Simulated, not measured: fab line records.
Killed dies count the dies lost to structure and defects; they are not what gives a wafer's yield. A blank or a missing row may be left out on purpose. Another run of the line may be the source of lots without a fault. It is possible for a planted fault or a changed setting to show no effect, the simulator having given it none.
Matching of chambers    flow n5-finfet    rie-diel-04 running N5_BEOL_M6_ETCH_72: 4 sister chambers
The step etches underlayer in N2/H2, target depth 6.5 nm, time 5.2 s. 16 wafers are shown with their chamber, then 8 later ones without.

## WAFERS WITH THEIR CHAMBER
wafer   chamber  drypump-motor-current-A (A)  showerhead-plenum-p-Torr (Torr)  throttle-valve-pct (%)
L076.2  2        5.8                          2.58                             18.07
L076.5  1        5.9                          2.63                             17.63
L076.6  2        5.8                          2.58                             18.09
L078.1  3        5.8                          2.42                             17.92
L078.3  2        5.8                          2.58                             18.12
L078.6  0        4.7                          2.55                             17.69
L080.3  0        4.8                          2.55                             17.70
L080.4  3        5.8                          2.41                             17.92
L080.5  0        4.8                          2.55                             17.70
L081.2  3        5.8                          2.41                             17.94
L081.4  3        5.8                          2.41                             17.92
L081.5  0        4.7                          2.55                             17.66
L085.3  0        4.8                          2.55                             17.71
L085.4  2        5.8                          2.58                             18.10
L085.5  1        5.9                          2.62                             17.71
L090.3  0        4.8                          2.54                             17.73

SIGNATURES (averages over the wafers above)
reading                   chamber 0  chamber 1  chamber 2  chamber 3  scatter within a chamber
drypump-motor-current-A   4.767      5.900      5.800      5.800      0.0333
showerhead-plenum-p-Torr  2.5483     2.6250     2.5800     2.4125     0.00417
throttle-valve-pct        17.6983    17.6700    18.0950    17.9250    0.025
Rule: for each reading, subtract the chamber's mean from the wafer's reading, divide by that reading's scatter and square the result; add these up over the readings and take the root, which gives the wafer's distance from the chamber. The wafer belongs to the nearest chamber; if the next one is less than 2 further off, it can't be placed. How the scatter is found: for the shown wafers, subtract from each reading the mean of its chamber, square and add these, divide the total by (wafers less chambers), then take the root.

## WAFERS MISSING THEIR CHAMBER
wafer   drypump-motor-current-A (A)  showerhead-plenum-p-Torr (Torr)  throttle-valve-pct (%)
L090.4  5.8                          2.57                             18.14
L090.6  5.8                          2.40                             17.96
L093.1  5.9                          2.61                             17.74
L093.5  5.8                          2.57                             18.14
L093.6  5.9                          2.61                             17.75
L096.1  5.9                          2.60                             17.76
L096.3  4.8                          2.53                             17.76
L096.5  4.7                          2.53                             17.74

## THE CHAMBER EACH PASSED THROUGH
wafer   from the rows above  in truth
L090.4  2                    2
L090.6  3                    3
L093.1  1                    1
L093.5  2                    2
L093.6  1                    1
L096.1  1                    1
L096.3  0                    0
L096.5  0                    0
Correctly placed: 8 of 8. Can't be placed from these rows: 0. Number placed wrongly: 0.
